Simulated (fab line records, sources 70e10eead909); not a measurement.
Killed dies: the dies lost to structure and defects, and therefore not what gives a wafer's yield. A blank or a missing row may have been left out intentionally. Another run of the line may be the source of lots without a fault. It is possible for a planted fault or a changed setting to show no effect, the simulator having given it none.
Which tool was responsible? | flow nand-harc | Sampling: 24 lots, 72 wafers, 6 of 1159 route steps

WHAT EACH GAUGE READ, for each wafer
NHARC_P_CONTACT_CD_MEAS_12: target cd 90 nm. Usual: cd-nm 90.1 nm, standard deviation 0.49.
lot  | measured     | on        | cd-nm (nm)     | flag
L075 | day 5 22:34  | cd-sem-01 | 89.4 90.6 89.8 |
L074 | day 5 23:18  | cd-sem-02 | 89.9 89.9 89.7 |
L076 | day 5 23:28  | cd-sem-02 | 90.1 90.4 90.2 |
L077 | day 6 05:38  | cd-sem-01 | 90.0 90.3 89.9 |
L078 | day 6 18:28  | cd-sem-01 | 89.2 89.8 90.0 |
L079 | day 7 03:31  | cd-sem-03 | 90.5 90.4 90.8 |
L080 | day 7 06:16  | cd-sem-03 | 90.4 90.8 90.9 |
L081 | day 7 08:53  | cd-sem-02 | 90.5 90.2 90.6 |
L082 | day 7 14:51  | cd-sem-02 | 90.1 90.5 90.7 |
L083 | day 7 19:59  | cd-sem-01 | 89.7 89.8 90.4 |
L084 | day 7 20:57  | cd-sem-03 | 89.1 89.8 89.4 |
L088 | day 8 20:16  | cd-sem-02 | 89.8 89.6 89.5 |
L087 | day 8 21:28  | cd-sem-01 | 90.6 90.8 90.8 |
L085 | day 8 22:58  | cd-sem-03 | 89.7 89.9 90.3 |
L086 | day 9 03:43  | cd-sem-03 | 90.7 90.3 90.9 |
L090 | day 9 10:21  | cd-sem-01 | 89.9 89.9 90.1 |
L089 | day 9 12:13  | cd-sem-03 | 90.9 90.1 90.2 |
L091 | day 9 19:59  | cd-sem-03 | 89.1 89.2 89.0 |
L094 | day 10 06:05 | cd-sem-03 | 90.6 89.8 90.2 |
L092 | day 10 06:59 | cd-sem-01 | 90.6 90.3 90.6 |
L093 | day 10 10:35 | cd-sem-02 | 89.6 89.9 89.1 |
L095 | day 10 20:00 | cd-sem-03 | 90.8 90.1 90.3 |
L097 | day 10 23:51 | cd-sem-02 | 90.4 90.3 90.2 |
L096 | day 11 01:50 | cd-sem-02 | 90.7 90.2 90.0 |

NHARC_P_M0_THK_MEAS_24: measures by xrf. Usual: thk-nm 117.3 nm, standard deviation 1.4.
lot  | measured     | on            | thk-nm (nm)       | flag
L075 | day 6 09:12  | film-metro-02 | 115.9 117.9 116.7 |
L074 | day 6 09:37  | film-metro-02 | 117.0 114.9 117.1 |
L076 | day 6 10:29  | film-metro-02 | 117.6 114.6 116.9 |
L077 | day 6 16:53  | film-metro-02 | 117.1 116.3 116.4 |
L078 | day 7 04:47  | film-metro-01 | 115.4 116.3 115.6 |
L079 | day 7 10:24  | film-metro-01 | 118.6 118.4 117.1 |
L080 | day 7 13:05  | film-metro-02 | 115.3 115.9 115.1 |
L081 | day 7 15:41  | film-metro-01 | 116.9 116.4 118.7 |
L082 | day 7 22:14  | film-metro-01 | 116.6 116.6 117.4 |
L083 | day 8 10:43  | film-metro-01 | 118.9 118.9 117.6 |
L084 | day 8 10:56  | film-metro-02 | 117.6 115.9 118.2 |
L088 | day 9 04:58  | film-metro-02 | 118.6 117.1 120.1 |
L087 | day 9 08:18  | film-metro-01 | 117.8 119.9 118.9 |
L085 | day 9 08:49  | film-metro-02 | 118.6 118.7 119.7 |
L086 | day 9 22:26  | film-metro-02 | 114.6 116.5 117.1 |
L090 | day 9 23:41  | film-metro-01 | 117.4 117.3 116.8 |
L089 | day 10 00:14 | film-metro-01 | 117.5 116.9 117.7 |
L091 | day 10 08:19 | film-metro-02 | 116.8 116.6 115.4 |
L094 | day 10 14:50 | film-metro-01 | 117.7 118.7 116.8 |
L092 | day 10 15:26 | film-metro-02 | 118.9 119.8 118.2 |
L093 | day 10 17:09 | film-metro-02 | 117.6 118.6 116.3 |
L095 | day 11 06:38 | film-metro-02 | 120.4 117.4 119.0 |
L097 | day 11 09:53 | film-metro-01 | 116.8 117.8 117.8 |
L096 | day 11 14:47 | film-metro-02 | 114.6 116.6 117.5 |

NHARC_P_M1_INSPECT_11. Usual: raw-defect-count 4.2, standard deviation 2.8.
lot  | measured     | on                | raw-defect-count | flag
L075 | day 6 10:52  | defect-inspect-01 | 3 5 4            |
L074 | day 6 11:34  | defect-inspect-01 | 6 3 6            |
L076 | day 6 12:11  | defect-inspect-01 | 2 2 2            |
L077 | day 6 18:25  | defect-inspect-01 | 8 8 10           |
L078 | day 7 06:40  | defect-inspect-02 | 7 7 1            |
L079 | day 7 12:03  | defect-inspect-02 | 4 7 2            |
L080 | day 7 14:55  | defect-inspect-01 | 5 7 6            |
L081 | day 7 17:24  | defect-inspect-02 | 2 2 3            |
L082 | day 7 23:54  | defect-inspect-02 | 5 5 5            |
L083 | day 8 12:25  | defect-inspect-02 | 0 1 3            |
L084 | day 8 12:36  | defect-inspect-02 | 2 3 6            |
L088 | day 9 06:46  | defect-inspect-02 | 3 4 2            |
L087 | day 9 10:03  | defect-inspect-02 | 5 3 4            |
L085 | day 9 10:47  | defect-inspect-02 | 1 2 1            |
L086 | day 10 00:07 | defect-inspect-02 | 3 5 2            |
L090 | day 10 01:20 | defect-inspect-01 | 13 14 10         |
L089 | day 10 02:17 | defect-inspect-02 | 1 5 7            |
L091 | day 10 09:59 | defect-inspect-01 | 4 9 5            |
L094 | day 10 16:31 | defect-inspect-01 | 5 4 2            |
L092 | day 10 17:05 | defect-inspect-01 | 2 1 2            |
L093 | day 10 18:50 | defect-inspect-02 | 4 2 1            |
L095 | day 11 08:19 | defect-inspect-02 | 2 2 2            |
L097 | day 11 11:26 | defect-inspect-01 | 2 3 2            |
L096 | day 11 16:20 | defect-inspect-02 | 1 3 4            |

TOOL THAT RAN EACH LOT (tool first, then ch and the chambers of the sampled wafers, then the start)
lot  | NHARC_P_CONTACT_DESCUM_17          | NHARC_P_CONTACT_ETCH_18                       | NHARC_P_M0_PRE_CLEAN_29
L075 | rie-diel-11 ch 1,2, day 5 22:46    | rie-diel-11 ch 0,3, day 6 09:12 or earlier    | pvd-sputter-02, day 6 09:12 or earlier
L074 | rie-diel-01 ch 0,1,2, day 5 23:29  | rie-diel-01 ch 1,2, day 6 09:37 or earlier    | pvd-sputter-01, day 6 09:37 or earlier
L076 | rie-diel-12 ch 0,1, day 5 23:40    | rie-diel-12 ch 0,1,3, day 6 10:29 or earlier  | pvd-sputter-01, day 6 10:29 or earlier
L077 | rie-diel-01 ch 0,1,3, day 6 05:50  | rie-diel-01 ch 0,1,3, day 6 16:53 or earlier  | pvd-sputter-03, day 6 16:53 or earlier
L078 | rie-diel-11 ch 1,2,3, day 6 18:40  | rie-diel-11 ch 0,1,2, day 7 04:47 or earlier  | pvd-sputter-03, day 7 04:47 or earlier
L079 | rie-diel-01 ch 1,2,3, day 7 03:42  | rie-diel-01 ch 1,2,3, day 7 10:24 or earlier  | pvd-sputter-03, day 7 10:24 or earlier
L080 | rie-diel-11 ch 0,1,2, day 7 06:28  | rie-diel-11 ch 1,2,3, day 7 13:05 or earlier  | pvd-sputter-03, day 7 13:05 or earlier
L081 | rie-diel-11 ch 0,2, day 7 09:05    | rie-diel-11 ch 0,1, day 7 15:41 or earlier    | pvd-sputter-03, day 7 15:41 or earlier
L082 | rie-diel-11 ch 0,3, day 7 15:03    | rie-diel-11 ch 2,3, day 7 22:14 or earlier    | pvd-sputter-01, day 7 22:14 or earlier
L083 | rie-diel-01 ch 0,2,3, day 7 20:11  | rie-diel-01 ch 0,1,3, day 8 10:43 or earlier  | pvd-sputter-03, day 8 10:43 or earlier
L084 | rie-diel-01 ch 0,2,3, day 7 21:10  | rie-diel-01 ch 0,2, day 8 10:56 or earlier    | pvd-sputter-02, day 8 10:56 or earlier
L088 | rie-diel-01 ch 0,3, day 8 20:27    | rie-diel-01 ch 0,1, day 9 04:58 or earlier    | pvd-sputter-03, day 9 04:58 or earlier
L087 | rie-diel-01 ch 2,3, day 8 21:39    | rie-diel-01 ch 0,3, day 9 08:18 or earlier    | pvd-sputter-02, day 9 08:18 or earlier
L085 | rie-diel-01 ch 0,1,2, day 8 23:08  | rie-diel-01 ch 0,2,3, day 9 08:49 or earlier  | pvd-sputter-01, day 9 08:49 or earlier
L086 | rie-diel-12 ch 0,1,3, day 9 03:55  | rie-diel-12 ch 1,2,3, day 9 22:26 or earlier  | pvd-sputter-01, day 9 22:26 or earlier
L090 | rie-diel-11 ch 1,2, day 9 10:33    | rie-diel-11 ch 0,1,2, day 9 11:17             | pvd-sputter-03, day 9 22:19
L089 | rie-diel-01 ch 0,1,3, day 9 12:23  | rie-diel-01 ch 0,1,3, day 10 00:14 or earlier | pvd-sputter-03, day 10 00:14 or earlier
L091 | rie-diel-11 ch 0,1,2, day 9 20:11  | rie-diel-11 ch 0,1, day 10 08:19 or earlier   | pvd-sputter-03, day 10 08:19 or earlier
L094 | rie-diel-01 ch 0,1,2, day 10 06:16 | rie-diel-01 ch 0,1,2, day 10 14:50 or earlier | pvd-sputter-01, day 10 14:50 or earlier
L092 | rie-diel-11 ch 0,2,3, day 10 07:11 | rie-diel-11 ch 1,2,3, day 10 15:26 or earlier | pvd-sputter-03, day 10 15:26 or earlier
L093 | rie-diel-11 ch 0,2,3, day 10 10:48 | rie-diel-11 ch 0,1, day 10 17:09 or earlier   | pvd-sputter-02, day 10 17:09 or earlier
L095 | rie-diel-11 ch 1,2, day 10 20:11   | rie-diel-11 ch 1,2, day 11 06:38 or earlier   | pvd-sputter-01, day 11 06:38 or earlier
L097 | rie-diel-11 ch 1,2,3, day 11 00:02 | rie-diel-11 ch 1,2,3, day 11 09:53 or earlier | pvd-sputter-02, day 11 09:53 or earlier
L096 | rie-diel-11 ch 0,1, day 11 02:02   | rie-diel-11 ch 0,2, day 11 14:47 or earlier   | pvd-sputter-03, day 11 14:47 or earlier
- NHARC_P_CONTACT_DESCUM_17: chemistry O2, time 3 s.
- NHARC_P_CONTACT_ETCH_18: etches the open film in C4F8/O2/Ar, target depth 481 nm, time 240.5 s.
- NHARC_P_M0_PRE_CLEAN_29: time 30 s.

WHAT THE TOOLS THEMSELVES READ (means of the sampled wafers that have a number; where no wafer has one, the mark that the record gives instead)
NHARC_P_CONTACT_DESCUM_17. Usual: drypump-motor-current-A 6.0 A, standard deviation 0.56; oes-product-au 0.997 a.u., standard deviation 0.0078; rf-vpp-V 57.9 V, standard deviation 0.82; showerhead-plenum-p-Torr 1.95 Torr, standard deviation 0.072; throttle-valve-pct 11.310 %, standard deviation 0.0099.
lot  | tool        | drypump-motor-current-A (A) | oes-product-au (a.u.) | rf-vpp-V (V) | showerhead-plenum-p-Torr (Torr) | throttle-valve-pct (%) | flag
L075 | rie-diel-11 | 6.2                         | 0.996                 | 58.5         | 2.00                            | 11.329                 |
L074 | rie-diel-01 | 5.8                         | 0.994                 | 58.1         | 2.00                            | 11.305                 |
L076 | rie-diel-12 | 5.9                         | 0.999                 | 57.8         | 1.97                            | 11.294                 |
L077 | rie-diel-01 | 6.3                         | 1.002                 | 57.9         | 1.98                            | 11.308                 |
L078 | rie-diel-11 | 6.0                         | 1.000                 | 58.4         | 1.95                            | 11.310                 |
L079 | rie-diel-01 | 5.8                         | 0.993                 | 58.2         | 2.00                            | 11.302                 |
L080 | rie-diel-11 | 6.3                         | 0.993                 | 58.1         | 1.93                            | 11.314                 |
L081 | rie-diel-11 | 6.3                         | 0.989                 | 57.3         | 1.90                            | 11.321                 |
L082 | rie-diel-11 | 5.7                         | 0.993                 | 57.2         | 1.86                            | 11.313                 |
L083 | rie-diel-01 | 6.0                         | 0.985                 | 57.6         | 1.99                            | 11.311                 |
L084 | rie-diel-01 | 6.0                         | 0.995                 | 57.9         | 1.99                            | 11.299                 |
L088 | rie-diel-01 | 6.6                         | 1.005                 | 58.5         | 1.97                            | 11.313                 |
L087 | rie-diel-01 | 5.5                         | 1.000                 | 57.8         | 2.01                            | 11.313                 |
L085 | rie-diel-01 | 5.8                         | 0.997                 | 57.9         | 2.00                            | 11.313                 |
L086 | rie-diel-12 | 5.7                         | 0.996                 | 58.6         | 1.95                            | 11.311                 |
L090 | rie-diel-11 | 6.2                         | 0.997                 | 58.2         | 1.99                            | 11.307                 |
L089 | rie-diel-01 | 6.3                         | 0.988                 | 57.3         | 1.98                            | 11.312                 |
L091 | rie-diel-11 | 6.3                         | 1.002                 | 57.7         | 1.93                            | 11.303                 |
L094 | rie-diel-01 | 5.7                         | 0.990                 | 58.0         | 2.00                            | 11.312                 |
L092 | rie-diel-11 | 5.9                         | 1.004                 | 58.3         | 1.91                            | 11.314                 |
L093 | rie-diel-11 | 5.9                         | 0.991                 | 58.0         | 1.91                            | 11.303                 |
L095 | rie-diel-11 | 6.2                         | 1.007                 | 58.8         | 1.99                            | 11.310                 |
L097 | rie-diel-11 | 6.0                         | 0.999                 | 58.4         | 1.94                            | 11.309                 |
L096 | rie-diel-11 | 6.5                         | 1.002                 | 58.0         | 1.91                            | 11.307                 |

NHARC_P_CONTACT_ETCH_18. Usual: oes-product-au 0.959 a.u., standard deviation 0.017; rf-vpp-V 981 V, standard deviation 4.8.
lot  | tool        | oes-product-au (a.u.) | rf-vpp-V (V) | flag
L075 | rie-diel-11 | 0.928                 | 973          |
L074 | rie-diel-01 | 0.957                 | 986          |
L076 | rie-diel-12 | 0.970                 | 981          |
L077 | rie-diel-01 | 0.976                 | 983          |
L078 | rie-diel-11 | 0.962                 | 980          |
L079 | rie-diel-01 | 0.970                 | 985          |
L080 | rie-diel-11 | 0.966                 | 980          |
L081 | rie-diel-11 | 0.963                 | 976          |
L082 | rie-diel-11 | 0.960                 | 982          |
L083 | rie-diel-01 | 0.970                 | 982          |
L084 | rie-diel-01 | 0.949                 | 984          |
L088 | rie-diel-01 | 0.962                 | 982          |
L087 | rie-diel-01 | 0.973                 | 981          |
L085 | rie-diel-01 | 0.952                 | 983          |
L086 | rie-diel-12 | 0.968                 | 984          |
L090 | rie-diel-11 | 0.971                 | 980          |
L089 | rie-diel-01 | 0.953                 | 983          |
L091 | rie-diel-11 | 0.953                 | 978          |
L094 | rie-diel-01 | 0.925                 | 984          |
L092 | rie-diel-11 | 0.924                 | 980          |
L093 | rie-diel-11 | 0.965                 | 976          |
L095 | rie-diel-11 | 0.958                 | 984          |
L097 | rie-diel-11 | 0.967                 | 981          |
L096 | rie-diel-11 | 0.962                 | 978          |

NHARC_P_M0_PRE_CLEAN_29. Usual: heater-power-w 420 W, standard deviation 38; susceptor-temp-C 279.99 C, standard deviation 0.18.
lot  | tool           | heater-power-w (W) | susceptor-temp-C (C) | flag
L075 | pvd-sputter-02 | 403                | 280.09               |
L074 | pvd-sputter-01 | 429                | 279.98               |
L076 | pvd-sputter-01 | 460                | 280.02               |
L077 | pvd-sputter-03 | 387                | 279.99               |
L078 | pvd-sputter-03 | 402                | 279.86               |
L079 | pvd-sputter-03 | 384                | 280.13               |
L080 | pvd-sputter-03 | 400                | 280.10               |
L081 | pvd-sputter-03 | 411                | 279.99               |
L082 | pvd-sputter-01 | 448                | 279.84               |
L083 | pvd-sputter-03 | 403                | 280.04               |
L084 | pvd-sputter-02 | 397                | 280.03               |
L088 | pvd-sputter-03 | 401                | 279.79               |
L087 | pvd-sputter-02 | 451                | 279.76               |
L085 | pvd-sputter-01 | 482                | 279.91               |
L086 | pvd-sputter-01 | 450                | 279.88               |
L090 | pvd-sputter-03 | 393                | 279.91               |
L089 | pvd-sputter-03 | 404                | 280.04               |
L091 | pvd-sputter-03 | 431                | 280.12               |
L094 | pvd-sputter-01 | 438                | 279.97               |
L092 | pvd-sputter-03 | 389                | 279.97               |
L093 | pvd-sputter-02 | 429                | 279.93               |
L095 | pvd-sputter-01 | 442                | 280.01               |
L097 | pvd-sputter-02 | 402                | 279.78               |
L096 | pvd-sputter-03 | 405                | 280.14               |

THE ANSWER, worked out from the rows above alone
Rule: a lot is off if the mean of its wafers that have a number lies more than 3 standard deviations from the usual mean. A lot without any number at a reading at which 4 lots or more have one is off too. Where the step has rows for the other lots, those lots are counted as sound. The gauges are gone through in route order, then the tools' own readings, and for those a lot's mean is taken as printed above. The first step at which some lot is off is used, and at that step the reading that is off furthest; a lot without a number counts as furthest.
Across all readings shown, no lot is off: no conclusion can be drawn from this.

WHAT THE SIMULATOR PUT IN
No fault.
